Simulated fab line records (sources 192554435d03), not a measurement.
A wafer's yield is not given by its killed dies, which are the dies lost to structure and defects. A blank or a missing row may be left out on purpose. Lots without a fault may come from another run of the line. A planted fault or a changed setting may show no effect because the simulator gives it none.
One fault through the eyes of 3 desks | flow n5-finfet | every desk sees just its own numbers, and what lay behind them comes last

== DESK OF THE TOOL OWNER: rie-si-04 ==
The tool's own readings at N5_PMOS_HMC_CHANNEL_EPI_ETCH_38 (etches SiO2 in CF4, target depth 1.5 nm): means of the sampled wafers that have a number, for each lot that ran on this tool. If a lot's mean is further than 4 standard deviations from the usual mean, the lot is out of limits and carries the mark OUT (the distance appears in the brackets).
Columns: A = cf4-flow-sccm at N5_PMOS_HMC_CHANNEL_EPI_ETCH_38, usual 80.01 sccm; B = drypump-motor-current-A at N5_PMOS_HMC_CHANNEL_EPI_ETCH_38, usual 5.6 A; C = oes-product-au at N5_PMOS_HMC_CHANNEL_EPI_ETCH_38, usual 0.999 a.u.; D = throttle-valve-pct at N5_PMOS_HMC_CHANNEL_EPI_ETCH_38, usual 21.76 %
lot  | first seen here | A     | B   | C               | D
L400 | day 2 05:35     | 80.28 | 5.4 | 0.997           | 21.79
L403 | day 3 00:05     | 79.83 | 5.4 | 1.010           | 21.69
L409 | day 4 12:26     | 79.95 | 5.5 | 0.990           | 21.76
L417 | day 6 13:56     | 80.09 | 5.5 | 1.397 (+22) OUT | 21.94
Finding of this desk: L417 out of limits; the first was L417 at day 6 13:56, on oes-product-au at N5_PMOS_HMC_CHANNEL_EPI_ETCH_38. Within limits: L400, L403, L409.

== THE DEFECT DESK ==
What the inspections along the route counted, lot by lot: means of the sampled wafers that have a number. If a lot's mean is further than 4 standard deviations from the usual mean, the lot is out of limits and carries the mark OUT (the distance appears in the brackets).
Columns: A = raw-defect-count at N5_PMOS_HMC_CHANNEL_EPI_INSPECT_11, usual 2
lot  | first seen here | A
L399 | day 1 23:41     | 2
L400 | day 2 05:07     | 3
L401 | day 2 11:49     | 2
L403 | day 2 23:25     | 2
L405 | day 3 12:37     | 3
L407 | day 3 23:30     | 2
L408 | day 4 05:52     | 0
L409 | day 4 11:56     | 2
L417 | day 6 13:04     | 2
L421 | day 7 13:20     | 1
Result from this desk: across the 10 lots, nothing is out of limits.

== AT THE METROLOGY DESK ==
Means of the sampled wafers that have a number, per lot and without regard to the tool the lot ran on: this is what the gauges read. If a lot's mean is further than 4 standard deviations from the usual mean, the lot is out of limits and carries the mark OUT (the distance appears in the brackets). Readings shown: 7 of its 11, picked as those furthest out on some lot.
Columns: A = cd-nm at N5_WELL_APT_CD_MEAS_25, usual 199.9 nm; B = DIBL_N at N5_BEOL_M4_RC_MEAS_101, usual 35.9 mV/V; C = DIBL_P at N5_BEOL_M4_RC_MEAS_101, usual 36.3 mV/V; D = IOFF_P at N5_BEOL_M4_RC_MEAS_101, usual 0.208 nA/um; E = SS_N at N5_BEOL_M4_RC_MEAS_101, usual 71.5 mV/dec; F = SS_P at N5_BEOL_M4_RC_MEAS_101, usual 73.3 mV/dec; G = VT_P at N5_BEOL_M4_RC_MEAS_101, usual -250.5 mV
lot  | first seen here | A     | B    | C    | D     | E    | F    | G
L399 | day 1 21:08     | 199.0 | 36.7 | 36.8 | 0.206 | 71.7 | 73.6 | -251.8
L400 | day 2 02:41     | 198.9 | 34.0 | 36.5 | 0.203 | 71.5 | 73.6 | -251.1
L401 | day 2 09:22     | 199.6 | 37.0 | 37.2 | 0.265 | 72.2 | 73.2 | -245.5
L403 | day 2 20:58     | 200.4 | 35.9 | 37.4 | 0.206 | 71.4 | 73.2 | -251.8
L405 | day 3 09:19     | 200.1 | 37.8 | 38.8 | 0.240 | 71.6 | 74.4 | -249.3
L407 | day 3 20:56     | 199.3 | 36.8 | 37.6 | 0.206 | 71.6 | 73.4 | -249.7
L408 | day 4 03:10     | 201.5 | 35.4 | 34.7 | 0.207 | 71.4 | 73.1 | -246.3
L409 | day 4 09:19     | 200.3 | 34.9 | 34.1 | 0.186 | 70.9 | 73.0 | -252.3
L417 | day 6 09:53     | 200.6 | 33.8 | 34.5 | 0.212 | 70.7 | 72.8 | -248.2
L421 | day 7 10:20     | 197.3 | 35.4 | 35.0 | 0.197 | 70.7 | 72.9 | -249.6
Result from this desk: across the 10 lots, nothing is out of limits.

== PUT TOGETHER ==
On L417, at day 6 13:56, an alarm was possible from the tool owner's desk.
No out-of-limits result turned up at the defect desk.
The metrology desk saw nothing out of limits.
The defect desk has L417 on record, within its limits.
The metrology desk holds a record of L417, inside its limits.
N5_PMOS_HMC_CHANNEL_EPI_ETCH_38 was run on rie-si-04 by each of the lots named.

== WHAT THE SIMULATOR HAD PUT IN ==
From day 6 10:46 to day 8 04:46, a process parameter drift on rie-si-04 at N5_PMOS_HMC_CHANNEL_EPI_ETCH_38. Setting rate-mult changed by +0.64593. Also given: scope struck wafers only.
Struck lots among those shown: L417.
Hours from the fault's start to each desk's first reading out of limits: the tool owner's desk, 3.
